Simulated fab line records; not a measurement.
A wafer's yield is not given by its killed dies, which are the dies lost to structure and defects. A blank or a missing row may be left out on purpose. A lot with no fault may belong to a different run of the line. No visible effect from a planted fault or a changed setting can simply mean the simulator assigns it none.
fab line records	flow n5Finfet
record lots=7	wafers=39
route steps=1938 shown BEOL_M6@1239 BEOL_M7@1329 TV_OPEN@1890
startH: the number of hours between the record's first day and the start of the first shown wafer of the lot	waitH: time in hours since the lot's previous step	" unchanged from the row above	L1.1+2: a row that stands for several wafers	- no value, or no start was given	* or withheld: withheld	< > ~ a bound
route shown NAME@n: a module of which the file shows steps, and the number in the route of the first	usual: average and standard deviation across the fault-free wafers	same: alike in all rows	chamber/n: place in a boat	sites: each site's reading	_std_site: the standard deviation of these	_edge_site: mean of outer sites minus mean of inner sites	radiusMm: how far each site lies from the wafer's centre	mask NAME#n: copy n	behind: the tool/chamber that last shaped the wafer	hold: cause of the lot's hold/its duration in hours/its outcome	device: whichever transistor did not switch (one of n, p or np)	end of line: the tests these same wafers got at the end of their route	for a step that has no rows: nothing shown but its recipe	killed: dies lost to structure and defects at the first sort, not the wafer's yield	map: the dies of a wafer, with x for killed, . for not killed, _ for no die there
set.NAME: the run value of the setting; set.NAME@STEP: its run value at that earlier step	model.NAME: the simulator's own value behind a step, which no gauge read
lots where settings were altered on purpose, with a table for each step and a row for each wafer
## steps
# step N5_BEOL_M6_TRENCH_ETCH_37
# recipe chemistry=C4F6/O2	targetDepthA=944.35	target=SiCOH_lowk	timeS=31.5	ionEnergyEv=250	pressureMtorr=30	sourceW=345	biasW=185	Ar_flow_sccm=300	C4F6_flow_sccm=10	O2_flow_sccm=10
lot.wafer	tool	chamber	startH	waitH	set.timeS	model.etch.depthNm	model.BEOL_M6.featureDepthNm	model.TiN_of_BEOL_M6_HM_DEP_02.thkNm
L080.1	rieDiel-01	1	-	-	31.5	90.97	91	17.4
L080.2	"	0	"	"	31.5	95.48	95.4	17.4
L080.3	"	2	"	"	31.5	93.56	93.6	17.6
L080.4	"	3	"	"	20.99	65.08	65	18
L080.5	"	3	"	"	20.99	65.21	65.2	18.2
L080.6	"	2	"	"	20.99	62.6	62.6	18
L083.1	rieDiel-05	1	-	-	31.5	95.25	95.2	17.4
L083.2	"	2	"	"	31.5	94.3	94.2	17.4
L083.3	"	0	"	"	31.5	96.34	96.4	17
L083.4	"	3	"	"	38.21	113.7	113.6	16.8
L083.5	"	3	"	"	38.21	113.5	113.6	16.8
L083.6	"	0	"	"	38.21	117	117	16.8
L090.1	rieDiel-01	3	-	-	26.33	80.93	81	17.8
L090.2+5	"	1	"	"	31.5	95.64	95.6	17.4
L090.3	"	2	"	"	31.5	92.67	92.6	18
L090.4	"	0	"	"	26.33	78.5	78.4	17.8
L090.6	"	2	"	"	26.33	77.46	77.4	18.2
L092.1	rieDiel-02	1	-	-	31.5	95.07	95	17.2
L092.2	"	0	"	"	48.34	146.2	146.2	15.8
L092.3	"	3	"	"	31.5	95.74	95.8	17.2
L092.4	"	2	"	"	48.34	146.7	146.6	16
L092.5	"	2	"	"	48.34	145	145	16
L092.6	"	1	"	"	31.5	95.37	95.4	17.4
L094.1	rieDiel-05	3	-	-	46.32	137.4	137.4	16
L094.2	"	0	"	"	46.32	143.9	143.8	16
L094.3	"	2	"	"	31.5	94.75	94.8	17.6
L094.4	"	1	"	"	31.5	94.62	94.6	17.4
L094.5	"	3	"	"	46.32	138.4	138.4	16.4
L094.6	"	0	"	"	31.5	96.99	97	17.2
L095.1	rieDiel-02	2	-	-	31.5	94.51	94.6	17.6
L095.2	"	3	"	"	31.5	94.71	94.8	17.4
L095.3	"	1	"	"	31.5	94.88	94.8	17.2
L095.4	"	0	"	"	31.5	95.12	95.2	17.2
L095.5	"	3	"	"	31.5	94.53	94.6	17.2
L095.6	"	2	"	"	31.5	95.5	95.6	17.6
L096.1	rieDiel-01	3	-	-	31.5	97.36	97.4	16.8
L096.2	"	1	"	"	31.5	95.25	95.2	17
L096.3	"	2	"	"	31.5	92.99	93	17
# step N5_BEOL_M6_ETCH_41
# recipe chemistry=CH3F/O2	target=SiCN	targetDepthA=297	taperDeg=2	timeS=52	ionEnergyEv=120	maskMaterial=TiN	pressureMtorr=30	sourceW=395	biasW=75	Ar_flow_sccm=150	CH3F_flow_sccm=30	O2_flow_sccm=20
# step N5_BEOL_M6_STRIP_80
# recipe chemistry=N2/H2	timeS=10	powerW=450	tempC=40	pressureMtorr=20	rfFrequencyHz=6e+07	biasPowerW=7	n2FlowSccm=200	h2FlowSccm=200
# step N5_BEOL_M6_OCD_MEAS_38
# usual trenchDepthNm=94.7/1.4
lot.wafer	tool	chamber	startH	waitH	set.timeS@BEOL_M6_TRENCH_ETCH_37	trenchDepthNm
L080.1	ocd-02	-	225.87	-	31.5	90.3
L080.2	"	-	"	"	31.5	95.3
L080.3	"	-	"	"	31.5	93.6
L080.4	"	-	"	"	20.99	65.0
L080.5	"	-	"	"	20.99	65.2
L080.6	"	-	"	"	20.99	62.0
L083.1	ocd-02	-	259.38	-	31.5	95.1
L083.2	"	-	"	"	31.5	94.4
L083.3	"	-	"	"	31.5	96.5
L083.4	"	-	"	"	38.21	114.2
L083.5	"	-	"	"	38.21	113.5
L083.6	"	-	"	"	38.21	116.6
L090.1	ocd-01	-	293.25	-	26.33	81.0
L090.2	"	-	"	"	31.5	95.5
L090.3	"	-	"	"	31.5	93.2
L090.4	"	-	"	"	26.33	78.9
L090.5	"	-	"	"	31.5	95.4
L090.6	"	-	"	"	26.33	77.9
L092.1	ocd-01	-	303.13	-	31.5	95.2
L092.2	"	-	"	"	48.34	146.3
L092.3	"	-	"	"	31.5	95.4
L092.4	"	-	"	"	48.34	146.6
L092.5	"	-	"	"	48.34	145.0
L092.6	"	-	"	"	31.5	95.2
L094.1	ocd-02	-	309.68	-	46.32	137.2
L094.2	"	-	"	"	46.32	143.6
L094.3	"	-	"	"	31.5	95.4
L094.4	"	-	"	"	31.5	94.3
L094.5	"	-	"	"	46.32	138.1
L094.6	"	-	"	"	31.5	96.8
L095.1	ocd-02	-	324.89	-	31.5	95.0
L095.2	"	-	"	"	31.5	95.1
L095.3	"	-	"	"	31.5	94.6
L095.4	"	-	"	"	31.5	95.2
L095.5	"	-	"	"	31.5	94.6
L095.6	"	-	"	"	31.5	95.5
L096.1	ocd-02	-	325.36	-	31.5	97.8
L096.2	"	-	"	"	31.5	95.2
L096.3	"	-	"	"	31.5	92.6
# step N5_BEOL_M6_HM_STRIP_39
# recipe chemistry=peroxideTinStrip	material=TiN	targetDepthA=250	tempC=50	timeS=158
# step N5_BEOL_M6_SRD_40
# recipe timeS=30	tempC=23	rinseLiquid=diw	dry=ipaMarangoni
# step N5_BEOL_M6_ECD_50
# recipe material=Cu	targetThkA=3000
# step N5_BEOL_M6_ANNEAL_51
# recipe tempC=225	timeS=90	ambient=N2
# step N5_BEOL_M6_CMP_52
# recipe stopOn=SiCOH_lowk	tOverpolishS=6.9	downForcePsi=1	platenRpm=50	clearingPlatenDownForcePsi=1.5	clearingPlatenRpm=50	postCmpClean=cuAlkaline	targetThkNm=80	clearingPlatenPadVelocityMS=0.99484	padVelocityMS=0.99484
lot.wafer	tool	chamber	startH	waitH	set.timeS@BEOL_M6_TRENCH_ETCH_37	model.Cu_of_BEOL_M6_ECD_50.thkNm
L080.3	cmp-01	3	228.55	0.2	31.5	78.8
L080.1	"	0	"	"	31.5	77.2
L080.4	"	1	"	"	20.99	51.4
L080.2	"	2	"	"	31.5	82
L080.5	"	3	"	"	20.99	51
L080.6	"	0	"	"	20.99	47.6
L083.4	cmp-04	2	261.46	0.1	38.21	99.8
L083.2	"	3	"	"	31.5	81
L083.3	"	0	"	"	31.5	83
L083.1	"	1	"	"	31.5	80.6
L083.6	"	2	"	"	38.21	102.8
L083.5	"	3	"	"	38.21	100
L090.1	cmp-02	1	295.54	0.3	26.33	68
L090.2	"	2	"	"	31.5	80
L090.3	"	3	"	"	31.5	78.4
L090.4	"	0	"	"	26.33	64.4
L090.6	"	1	"	"	26.33	62.8
L090.5	"	2	"	"	31.5	81.2
L092.2	cmp-01	1	305.04	0.2	48.34	133.4
L092.1	"	2	"	"	31.5	81.4
L092.4	"	3	"	"	48.34	132.2
L092.3+6	"	0,2	"	"	31.5	81
L092.5	"	1	"	"	48.34	131.4
L094.1	cmp-04	1	311.88	0.3	46.32	123.8
L094.3+4	"	2,3	"	"	31.5	82
L094.2	"	0	"	"	46.32	130.6
L094.5	"	1	"	"	46.32	124.4
L094.6	"	2	"	"	31.5	83.6
L095.2	cmp-04	1	326.98	0.2	31.5	78
L095.3	"	2	"	"	31.5	80.6
L095.1	"	3	"	"	31.5	79.4
L095.4+5	"	0,2	"	"	31.5	79.2
L095.6	"	1	"	"	31.5	79
L096.1	cmp-02	1	329.07	0.3	31.5	82.8
L096.3	"	2	"	"	31.5	77.4
L096.2	"	3	"	"	31.5	81.4
# step N5_BEOL_M6_THK_MEAS_53
# recipe thkMeasGauge=xrf	reads=Cu_of_BEOL_M6_ECD_50
# usual M6_THK=79.8/1.9
lot.wafer	tool	chamber	startH	waitH	set.timeS@BEOL_M6_TRENCH_ETCH_37	M6_THK[nm]
L080.1	filmMetro-01	-	228.85	-	31.5	76.1
L080.2	"	-	"	"	31.5	80.6
L080.3	"	-	"	"	31.5	77.5
L080.4	"	-	"	"	20.99	50.7
L080.5	"	-	"	"	20.99	50.4
L080.6	"	-	"	"	20.99	47.0
L083.1	filmMetro-01	-	261.76	-	31.5	80.2
L083.2	"	-	"	"	31.5	80.7
L083.3	"	-	"	"	31.5	82.6
L083.4	"	-	"	"	38.21	99.2
L083.5	"	-	"	"	38.21	99.4
L083.6	"	-	"	"	38.21	102.4
L090.1	filmMetro-01	-	295.84	-	26.33	67.3
L090.2	"	-	"	"	31.5	78.9
L090.3	"	-	"	"	31.5	77.6
L090.4	"	-	"	"	26.33	63.7
L090.5	"	-	"	"	31.5	79.9
L090.6	"	-	"	"	26.33	62.1
L092.1	filmMetro-02	-	305.34	-	31.5	80.6
L092.2	"	-	"	"	48.34	132.9
L092.3	"	-	"	"	31.5	81.0
L092.4	"	-	"	"	48.34	131.7
L092.5	"	-	"	"	48.34	130.9
L092.6	"	-	"	"	31.5	80.6
L094.1	filmMetro-01	-	312.18	-	46.32	122.5
L094.2	"	-	"	"	46.32	128.6
L094.3	"	-	"	"	31.5	81.2
L094.4	"	-	"	"	31.5	81.1
L094.5	"	-	"	"	46.32	122.3
L094.6	"	-	"	"	31.5	82.7
L095.1	filmMetro-01	-	327.28	-	31.5	77.6
L095.2	"	-	"	"	31.5	76.5
L095.3	"	-	"	"	31.5	78.9
L095.4	"	-	"	"	31.5	77.4
L095.5	"	-	"	"	31.5	77.4
L095.6	"	-	"	"	31.5	76.9
L096.1	filmMetro-02	-	329.37	-	31.5	82.5
L096.2	"	-	"	"	31.5	81.6
L096.3	"	-	"	"	31.5	76.9
# step N5_BEOL_M6_PRE_CLEAN_55
# recipe gas=NH3	timeS=15	tempC=withheld	rfPowerW=300
# step N5_BEOL_M6_DEP_56
# recipe material=SiCN	targetThkA=100	tempC=withheld	precursor=3MS/NH3	pressureTorr=3	rfW=202	timeS=17.5
# step N5_BEOL_M6_RS_MEAS_57
# recipe thkMeasGauge=four-point-probe	reads=Cu_of_BEOL_M6_ECD_50+Co_of_BEOL_M6_CVD_78+TaN_of_BEOL_M6_ALD_77
# usual M6_RS=0.284/0.0077
lot.wafer	tool	chamber	startH	waitH	set.timeS@BEOL_M6_TRENCH_ETCH_37	M6_RS[ohm/sq]
L080.1	filmMetro-01	-	228.98	0.1	31.5	0.299
L080.2	"	-	"	"	31.5	0.278
L080.3	"	-	"	"	31.5	0.291
L080.4	"	-	"	"	20.99	0.489
L080.5	"	-	"	"	20.99	0.492
L080.6	"	-	"	"	20.99	0.537
L083.1	filmMetro-01	-	261.89	0.1	31.5	0.283
L083.2	"	-	"	"	31.5	0.281
L083.3	"	-	"	"	31.5	0.274
L083.4	"	-	"	"	38.21	0.221
L083.5	"	-	"	"	38.21	0.221
L083.6	"	-	"	"	38.21	0.214
L090.1	filmMetro-02	-	295.97	0.1	26.33	0.347
L090.2	"	-	"	"	31.5	0.287
L090.3	"	-	"	"	31.5	0.293
L090.4	"	-	"	"	26.33	0.370
L090.5	"	-	"	"	31.5	0.281
L090.6	"	-	"	"	26.33	0.382
L092.1	filmMetro-02	-	305.47	0.1	31.5	0.280
L092.2	"	-	"	"	48.34	0.160
L092.3	"	-	"	"	31.5	0.282
L092.4	"	-	"	"	48.34	0.162
L092.5	"	-	"	"	48.34	0.163
L092.6	"	-	"	"	31.5	0.282
L094.1	filmMetro-01	-	312.31	0.1	46.32	0.173
L094.2	"	-	"	"	46.32	0.163
L094.3	"	-	"	"	31.5	0.278
L094.4	"	-	"	"	31.5	0.278
L094.5	"	-	"	"	46.32	0.173
L094.6	"	-	"	"	31.5	0.272
L095.1	filmMetro-02	-	327.41	0.1	31.5	0.288
L095.2	"	-	"	"	31.5	0.295
L095.3	"	-	"	"	31.5	0.284
L095.4	"	-	"	"	31.5	0.289
L095.5	"	-	"	"	31.5	0.289
L095.6	"	-	"	"	31.5	0.291
L096.1	filmMetro-02	-	329.50	0.1	31.5	0.275
L096.2	"	-	"	"	31.5	0.280
L096.3	"	-	"	"	31.5	0.298
# step N5_BEOL_M7_DEP_56
# recipe material=SiCN	targetThkA=100	tempC=withheld	precursor=3MS/NH3	pressureTorr=3	rfW=202	timeS=17.5
lot.wafer	tool	chamber	startH	waitH	set.targetThkA	model.SiCN_of_BEOL_M7_DEP_56.thkNm
L080.1	pecvd-01	0	235.02	0.0	100	10
L080.2+4	"	1,0	"	"	120.3	12.2
L080.3	"	1	"	"	120.3	12.4
L080.5	"	0	"	"	100	10.2
L080.6	"	1	"	"	100	10.4
L083.1	pecvd-02	0	271.87	0.0	40.53	3.8
L083.2	"	2	"	"	40.53	4.2
L083.3	"	1	"	"	100	9.8
L083.4	"	1	"	"	100	10.2
L083.5	"	2	"	"	100	10.4
L083.6	"	0	"	"	40.53	4
L090.1+3	pecvd-02	1,0	305.52	0.0	100	9.8
L090.2+4+5+6	"	2,0,2,1	"	"	100	10
L092.1+3	pecvd-03	2,1	312.90	0.0	100	10.2
L092.2+5+6	"	0,0,1	"	"	100	10.4
L092.4	"	2	"	"	100	10.6
L094.1+3+5	pecvd-02	2,1,1	320.80	0.0	100	10
L094.2+6	"	0	"	"	100	10.2
L094.4	"	2	"	"	100	10.4
L096.1+3	pecvd-01	2,1	339.31	0.0	100	10
L096.2	"	0	"	"	100	9.8
L095.1+3+6	pecvd-01	1,0,0	339.39	0.0	100	10.2
L095.2+4+5	"	2,2,1	"	"	61.99	6.4
# step N5_PASSIVATION_ETCH_15
# recipe chemistry=CF4/N2	target=SiCN	targetDepthA=750	taperDeg=2	timeS=81.2	ionEnergyEv=150	maskMaterial=SiNx	pressureMtorr=40	sourceW=430	biasW=70	Ar_flow_sccm=100	cf4FlowSccm=60	n2FlowSccm=60
lot.wafer	tool	chamber	startH	waitH	set.targetDepthA	model.etch.depthNm
L080.1	rieDiel-04	2	-	-	750	64.26
L080.2	"	1	"	"	750	65.46
L080.3	"	3	"	"	750	66.57
L080.4	"	0	"	"	750	65.42
L080.5	"	0	"	"	750	64.87
L080.6	"	3	"	"	750	66.89
L083.1	rieDiel-04	1	-	-	624	55.43
L083.2	"	0	"	"	750	65.04
L083.3	"	2	"	"	750	64.7
L083.4	"	3	"	"	750	66.31
L083.5	"	0	"	"	624	54.18
L083.6	"	1	"	"	624	55.36
L090.1	rieDiel-03	3	-	-	1017	85.77
L090.2	"	0	"	"	1017	85.59
L090.3+6	"	2,3	"	"	750	63.51
L090.4	"	1	"	"	750	65.41
L090.5	"	0	"	"	1017	85.29
L092.1	rieDiel-03	1	-	-	344.8	29.8
L092.2	"	2	"	"	750	63.63
L092.3	"	0	"	"	750	62.67
L092.4	"	3	"	"	344.8	29.11
L092.5	"	1	"	"	750	65.3
L092.6	"	2	"	"	344.8	29.33
L094.1	rieDiel-03	0	-	-	750	62.29
L094.2	"	2	"	"	480.7	40.6
L094.3	"	1	"	"	750	64.31
L094.4	"	3	"	"	480.7	40.25
L094.5	"	0	"	"	480.7	39.95
L094.6	"	1	"	"	750	64.5
L096.1	rieDiel-03	1	-	-	750	65.85
L096.2	"	3	"	"	750	63.86
L096.3	"	0	"	"	750	62.56
L095.1	rieDiel-04	2	-	-	569.8	48.69
L095.2	"	1	"	"	750	66.65
L095.3	"	0	"	"	569.8	49.27
L095.4	"	3	"	"	750	66.24
L095.5	"	3	"	"	569.8	50.72
L095.6	"	2	"	"	750	64.25
## key
split step=N5_BEOL_M6_TRENCH_ETCH_37	setting=timeS	stated=31.5	by=wafer
response step=N5_BEOL_M6_TRENCH_ETCH_37	reading=model.etch.depthNm	change=+0.932	per=1%	r=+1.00
response step=N5_BEOL_M6_TRENCH_ETCH_37	reading=model.BEOL_M6.featureDepthNm	change=+0.931	per=1%	r=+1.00
response step=N5_BEOL_M6_TRENCH_ETCH_37	reading=model.TiN_of_BEOL_M6_HM_DEP_02.thkNm	change=-0.0241	per=1%	r=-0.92
response step=N5_BEOL_M6_OCD_MEAS_38	reading=trenchDepthNm	change=+0.929	per=1%	r=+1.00
response step=N5_BEOL_M6_CMP_52	reading=model.Cu_of_BEOL_M6_ECD_50.thkNm	change=+0.931	per=1%	r=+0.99
response step=N5_BEOL_M6_THK_MEAS_53	reading=M6_THK	change=+0.919	per=1%	r=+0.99
response step=N5_BEOL_M6_RS_MEAS_57	reading=M6_RS	shape=bent	atLowest=0.506	atStated=0.284	atHighest=0.161
split step=N5_BEOL_M7_DEP_56	setting=targetThkA	stated=100	by=wafer
response step=N5_BEOL_M7_DEP_56	reading=model.SiCN_of_BEOL_M7_DEP_56.thkNm	change=+0.102	per=1%	r=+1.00
split step=N5_PASSIVATION_ETCH_15	setting=targetDepthA	stated=750	by=wafer
response step=N5_PASSIVATION_ETCH_15	reading=model.etch.depthNm	change=+0.636	per=1%	r=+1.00
